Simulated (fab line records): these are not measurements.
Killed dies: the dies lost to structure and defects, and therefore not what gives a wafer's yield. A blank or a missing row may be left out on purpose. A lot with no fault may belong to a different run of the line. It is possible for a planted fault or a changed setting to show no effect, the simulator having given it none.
Chamber matching || flow n5 finfet || N5_BEOL_M5_PRE_CLEAN_77 on cvd co-02: 3 sister chambers
The step time 15 s. 36 wafers are shown with their chamber, then 12 later ones without.

## EACH WAFER AND ITS CHAMBER
{"wafer": "L074.1", "chamber": 0, "heater power w (W)": 76}
{"wafer": "L074.4", "chamber": 0, "heater power w (W)": 76}
{"wafer": "L074.6", "chamber": 2, "heater power w (W)": 55}
{"wafer": "L075.1", "chamber": 1, "heater power w (W)": 94}
{"wafer": "L075.2", "chamber": 0, "heater power w (W)": 74}
{"wafer": "L075.4", "chamber": 1, "heater power w (W)": 96}
{"wafer": "L076.2", "chamber": 1, "heater power w (W)": 97}
{"wafer": "L076.5", "chamber": 1, "heater power w (W)": 96}
{"wafer": "L076.6", "chamber": 2, "heater power w (W)": 56}
{"wafer": "L078.4", "chamber": 1, "heater power w (W)": 98}
{"wafer": "L078.5", "chamber": 1, "heater power w (W)": 96}
{"wafer": "L078.6", "chamber": 2, "heater power w (W)": 54}
{"wafer": "L077.1", "chamber": 2, "heater power w (W)": 55}
{"wafer": "L077.2", "chamber": 1, "heater power w (W)": 99}
{"wafer": "L077.4", "chamber": 2, "heater power w (W)": 56}
{"wafer": "L079.3", "chamber": 1, "heater power w (W)": 96}
{"wafer": "L079.4", "chamber": 2, "heater power w (W)": 57}
{"wafer": "L079.6", "chamber": 0, "heater power w (W)": 75}
{"wafer": "L080.1", "chamber": 2, "heater power w (W)": 55}
{"wafer": "L080.2", "chamber": 0, "heater power w (W)": 77}
{"wafer": "L080.6", "chamber": 1, "heater power w (W)": 97}
{"wafer": "L084.3", "chamber": 2, "heater power w (W)": 57}
{"wafer": "L084.4", "chamber": 1, "heater power w (W)": 99}
{"wafer": "L084.5", "chamber": 0, "heater power w (W)": 77}
{"wafer": "L085.2", "chamber": 2, "heater power w (W)": 56}
{"wafer": "L085.4", "chamber": 0, "heater power w (W)": 75}
{"wafer": "L085.6", "chamber": 1, "heater power w (W)": 98}
{"wafer": "L086.2", "chamber": 0, "heater power w (W)": 74}
{"wafer": "L086.4", "chamber": 2, "heater power w (W)": 56}
{"wafer": "L086.6", "chamber": 0, "heater power w (W)": 76}
{"wafer": "L087.1", "chamber": 1, "heater power w (W)": 97}
{"wafer": "L087.4", "chamber": 1, "heater power w (W)": 98}
{"wafer": "L087.6", "chamber": 2, "heater power w (W)": 56}
{"wafer": "L093.1", "chamber": 0, "heater power w (W)": 76}
{"wafer": "L093.3", "chamber": 1, "heater power w (W)": 101}
{"wafer": "L093.4", "chamber": 0, "heater power w (W)": 75}

SIGNATURES, as means of the wafers listed above
{"reading": "heater power w", "chamber 0": 75.55, "chamber 1": 97.29, "chamber 2": 55.73, "scatter within a chamber": 1.32}
Rule: a wafer's distance from a chamber is the root of the sum, over the readings, of the square of ((its reading less the chamber's mean) divided by the reading's scatter). If the next closest chamber is less than 2 further off than the closest, the wafer can't be placed; otherwise it belongs to the closest. The scatter: take each reading less its chamber's mean, square it, sum over the shown wafers, divide by the number of wafers less the number of chambers, and take the root.

## WAFERS WITH NO CHAMBER GIVEN
{"wafer": "L095.2", "heater power w (W)": 76}
{"wafer": "L095.5", "heater power w (W)": 78}
{"wafer": "L095.6", "heater power w (W)": 98}
{"wafer": "L094.1", "heater power w (W)": 78}
{"wafer": "L094.3", "heater power w (W)": 55}
{"wafer": "L094.5", "heater power w (W)": 99}
{"wafer": "L096.1", "heater power w (W)": 102}
{"wafer": "L096.4", "heater power w (W)": 75}
{"wafer": "L096.6", "heater power w (W)": 58}
{"wafer": "L097.4", "heater power w (W)": 76}
{"wafer": "L097.5", "heater power w (W)": 57}
{"wafer": "L097.6", "heater power w (W)": 104}

## WHICH CHAMBER EACH WENT THROUGH
{"wafer": "L095.2", "from the rows above": 0, "in truth": 0}
{"wafer": "L095.5", "from the rows above": 0, "in truth": 0}
{"wafer": "L095.6", "from the rows above": 1, "in truth": 1}
{"wafer": "L094.1", "from the rows above": 0, "in truth": 0}
{"wafer": "L094.3", "from the rows above": 2, "in truth": 2}
{"wafer": "L094.5", "from the rows above": 1, "in truth": 1}
{"wafer": "L096.1", "from the rows above": 1, "in truth": 1}
{"wafer": "L096.4", "from the rows above": 0, "in truth": 0}
{"wafer": "L096.6", "from the rows above": 2, "in truth": 2}
{"wafer": "L097.4", "from the rows above": 0, "in truth": 0}
{"wafer": "L097.5", "from the rows above": 2, "in truth": 2}
{"wafer": "L097.6", "from the rows above": 1, "in truth": 1}
Placed correctly: 12 of 12. From these rows, 0 cannot be placed. Number placed wrongly: 0.
